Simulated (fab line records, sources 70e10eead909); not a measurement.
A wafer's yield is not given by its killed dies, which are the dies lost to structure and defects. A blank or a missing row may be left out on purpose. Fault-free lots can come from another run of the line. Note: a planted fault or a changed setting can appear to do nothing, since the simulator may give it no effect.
Which tool was responsible?    flow nandHarc    13 lots with 39 wafers sampled at 6 steps, on a route of 1159 steps

== WHAT THE GAUGES READ, wafer by wafer ==
NHARC_A_ONON_D1_THK_MEAS_27: measures by ellipsometry. Usual: thkNm 1001 nm, standard deviation 8.4.
lot   measured      on            thkNm (nm)      flag
L809  day 7 22:50   filmMetro-02  1016 1015 1015  
L810  day 8 13:59   filmMetro-01  1004 1006 1006  
L816  day 9 20:27   filmMetro-01  1003 1003 1004  
L815  day 9 20:28   filmMetro-01  992 995 993     
L819  day 10 12:30  filmMetro-02  986 986 987     
L818  day 10 12:29  filmMetro-01  995 995 993     
L822  day 11 11:17  filmMetro-01  1007 1008 1006  
L821  day 11 11:23  filmMetro-02  1007 1006 1007  
L824  day 11 20:58  filmMetro-02  986 987 987     
L828  day 13 12:56  filmMetro-01  999 1169 1166   OFF
L829  day 13 13:17  filmMetro-01  998 1167 1000   OFF
L830  day 13 13:05  filmMetro-02  1015 1015 1013  
L831  day 14 10:31  filmMetro-02  1163 1162 1163  OFF

NHARC_A_CHANNEL_HOLE_D1_OVL_MEAS_11. Usual: overlayXNm -0.1 nm, standard deviation 0.84; overlayYNm 0.3 nm, standard deviation 0.78.
lot   measured      on          overlayXNm (nm)  overlayYNm (nm)  flag
L809  day 8 03:53   overlay-01  -1.3 -0.8 -1.4   0.7 1.1 1.0      
L810  day 8 19:19   overlay-02  0.8 0.5 0.5      1.2 0.9 0.4      
L816  day 10 00:28  overlay-01  0.6 0.5 0.6      0.6 1.0 1.1      
L815  day 10 01:11  overlay-02  -0.6 -0.6 -0.4   -0.2 -0.3 0.4    
L819  day 10 18:14  overlay-02  -0.3 0.3 -0.4    0.7 0.9 0.5      
L818  day 10 16:24  overlay-02  -0.4 -0.3 0.1    0.9 0.7 1.0      
L822  day 11 16:49  overlay-02  -0.1 0.2 0.6     -0.4 -0.3 -0.2   
L821  day 11 17:13  overlay-02  0.5 0.2 -0.2     0.3 0.3 0.2      
L824  day 12 02:04  overlay-01  -0.6 -0.3 -0.6   -0.7 -0.7 -0.4   
L828  day 13 20:24  overlay-02  0.1              1.1              
L829  day 13 22:05  overlay-02  -2.5 -2.3        -0.7 -0.6        
L830  day 13 20:53  overlay-02  0.7 0.5 1.0      0.0 -1.1 -0.2    

NHARC_END_SORT_01. Usual: killedAtArray 27, standard deviation 10; killedAtOther 0.6, standard deviation 0.83; killedAtPeriphery 2.4, standard deviation 1.8; killedDies 30, standard deviation 10; killedOpen 3.3, standard deviation 1.7; killedShort 1.8, standard deviation 1.4.
lot   measured      on         killedAtArray  killedAtOther  killedAtPeriphery  killedDies   killedOpen  killedShort  flag
L828  day 24 19:37  prober-01  17 672 674     4 2 0          2 3 3              23 677 677   8 4 6       2 1 1        OFF
L829  day 25 03:20  prober-02  22 664 25      1 1 2          7 12 3             30 677 30    6 3 3       1 1 2        OFF
L831  day 25 11:56  prober-02  675 675 671    1 1 2          1 1 4              677 677 677  5 3 2       0 2 1        OFF

== TOOL THAT RAN EACH LOT (tool first, then ch and the chambers of the sampled wafers, then the start) ==
lot   NHARC_P_BONDPAD_PRE_CLEAN_26            NHARC_A_ONON_D1_DEP_25           NHARC_A_CHANNEL_HOLE_D1_ETCH_34
L809  pvdSputter-01, day 7 22:23 or earlier   pecvdOnon-03 ch 0, day 7 22:23   rieDiel-04 ch 0,1,3, no start
L810  pvdSputter-03, day 8 13:28 or earlier   pecvdOnon-02 ch 0, day 8 13:28   rieDiel-05 ch 1,2,3, no start
L816  pvdSputter-03, day 9 20:00 or earlier   pecvdOnon-01 ch 0, day 9 20:00   rieDiel-02 ch 0,2, no start
L815  pvdSputter-03, day 9 20:01 or earlier   pecvdOnon-03 ch 0, day 9 20:01   rieDiel-04 ch 0,2,3, no start
L819  pvdSputter-02, day 10 11:59 or earlier  pecvdOnon-02 ch 0, day 10 11:59  rieDiel-04 ch 0,1,2, no start
L818  pvdSputter-03, day 10 11:58 or earlier  pecvdOnon-03 ch 0, day 10 11:58  rieDiel-05 ch 0,1,2, no start
L822  pvdSputter-01, day 11 10:44 or earlier  pecvdOnon-02 ch 0, day 11 10:44  rieDiel-05 ch 0,2, no start
L821  pvdSputter-01, day 11 10:59 or earlier  pecvdOnon-03 ch 0, day 11 10:59  rieDiel-04 ch 0,1,2, no start
L824  pvdSputter-03, day 11 20:31 or earlier  pecvdOnon-02 ch 0, day 11 20:31  rieDiel-02 ch 1,2,3, no start
L828  pvdSputter-01, day 13 12:29 or earlier  pecvdOnon-03 ch 0, day 13 12:29  rieDiel-02 ch 0, day 24 19:37 or earlier
L829  pvdSputter-01, day 13 12:50 or earlier  pecvdOnon-03 ch 0, day 13 12:50  rieDiel-02 ch 0, day 25 03:20 or earlier
L830  pvdSputter-03, day 13 12:34 or earlier  pecvdOnon-01 ch 0, day 13 12:34  rieDiel-04 ch 0,1,3, no start
L831  pvdSputter-01, day 14 10:05 or earlier  pecvdOnon-03 ch 0, day 14 10:05  -
- NHARC_P_BONDPAD_PRE_CLEAN_26: time 30 s.
- NHARC_A_ONON_D1_DEP_25: target thk 1000 nm.
- NHARC_A_CHANNEL_HOLE_D1_ETCH_34: etches the open film in CF4/CHF3, target depth 154 nm, time 77 s.

== WHAT THE TOOLS THEMSELVES READ (means of the sampled wafers that have a number; where no wafer has one, the mark that the record gives instead) ==
NHARC_P_BONDPAD_PRE_CLEAN_26. Usual: heaterPowerW 390 W, standard deviation 26.
lot   tool           heaterPowerW (W)  flag
L809  pvdSputter-01  424               
L810  pvdSputter-03  372               
L816  pvdSputter-03  385               
L815  pvdSputter-03  365               
L819  pvdSputter-02  401               
L818  pvdSputter-03  375               
L822  pvdSputter-01  402               
L821  pvdSputter-01  402               
L824  pvdSputter-03  375               
L828  pvdSputter-01  422               
L829  pvdSputter-01  412               
L830  pvdSputter-03  388               
L831  pvdSputter-01  420               

NHARC_A_ONON_D1_DEP_25. Usual: n2oFlowSccm 2000 sccm, standard deviation 5.7.
lot   tool          n2oFlowSccm (sccm)  flag
L809  pecvdOnon-03  2000                
L810  pecvdOnon-02  1998                
L816  pecvdOnon-01  1998                
L815  pecvdOnon-03  2000                
L819  pecvdOnon-02  2004                
L818  pecvdOnon-03  1998                
L822  pecvdOnon-02  1994                
L821  pecvdOnon-03  1999                
L824  pecvdOnon-02  1992                
L828  pecvdOnon-03  2006                
L829  pecvdOnon-03  1998                
L830  pecvdOnon-01  1995                
L831  pecvdOnon-03  1999                

NHARC_A_CHANNEL_HOLE_D1_ETCH_34. Usual: chf3FlowSccm 30.00 sccm, standard deviation 0.084; drypumpMotorCurrentA 5.6 A, standard deviation 0.33; oesProductAu 0.947 a.u., standard deviation 0.027; rfVppV 370.5 V, standard deviation 2.1; showerheadPlenumPTorr 1.57 Torr, standard deviation 0.054; throttleValvePct 16.802 %, standard deviation 0.0089.
lot   tool        chf3FlowSccm (sccm)  drypumpMotorCurrentA (A)  oesProductAu (a.u.)  rfVppV (V)  showerheadPlenumPTorr (Torr)  throttleValvePct (%)  flag
L809  rieDiel-04  29.95                5.5                       0.951                369.9       1.54                          16.805                
L810  rieDiel-05  30.01                5.7                       0.977                370.9       1.57                          16.805                
L816  rieDiel-02  30.08                5.3                       0.960                372.6       1.62                          16.803                
L815  rieDiel-04  30.02                5.6                       0.923                371.7       1.59                          16.814                
L819  rieDiel-04  29.98                5.7                       0.937                370.3       1.58                          16.801                
L818  rieDiel-05  30.00                5.5                       0.978                369.5       1.54                          16.806                
L822  rieDiel-05  30.02                5.7                       0.919                368.4       1.51                          16.803                
L821  rieDiel-04  29.91                5.7                       0.933                371.5       1.58                          16.799                
L824  rieDiel-02  29.96                5.5                       0.920                372.1       1.60                          16.806                
L828  rieDiel-02  29.96                6.2                       0.912                370.9       1.58                          16.807                
L829  rieDiel-02  30.12                6.2                       0.907                370.8       1.58                          16.802                
L830  rieDiel-04  29.98                5.5                       0.977                369.9       1.54                          16.800                

== THE ANSWER, worked out from the rows above alone ==
Rule: lot off if the mean of its wafers having a number is beyond 3 standard deviations from the usual mean. A lot without any number at a reading at which 4 lots or more have one is off too. Where the step has rows for the other lots, those lots are counted as sound. The gauges are gone through in route order, then the tools' own readings, and for those a lot's mean is taken as printed above. At the first step where some lot is off, the reading lying furthest off is the one used; lots without a number count as furthest.
Off, at NHARC_A_ONON_D1_THK_MEAS_27 on thkNm: L828, L829, L831.
A tool fits if, at a process step before that reading, it ran every lot that is off, and no sound lot after the first of them. Not tried: the gauges at NHARC_A_ONON_D1_THK_MEAS_27; whatever is off there is also off at NHARC_END_SORT_01, on other tools, and gauge error can't account for it. With no start given for some of its lots, NHARC_P_BONDPAD_PRE_CLEAN_26 uses the hours and lot order of NHARC_A_ONON_D1_DEP_25. This does not decide it: 2 tools fit, namely pvdSputter-01 at NHARC_P_BONDPAD_PRE_CLEAN_26 and pecvdOnon-03 at NHARC_A_ONON_D1_DEP_25.

== WHAT THE SIMULATOR HAD PUT IN ==
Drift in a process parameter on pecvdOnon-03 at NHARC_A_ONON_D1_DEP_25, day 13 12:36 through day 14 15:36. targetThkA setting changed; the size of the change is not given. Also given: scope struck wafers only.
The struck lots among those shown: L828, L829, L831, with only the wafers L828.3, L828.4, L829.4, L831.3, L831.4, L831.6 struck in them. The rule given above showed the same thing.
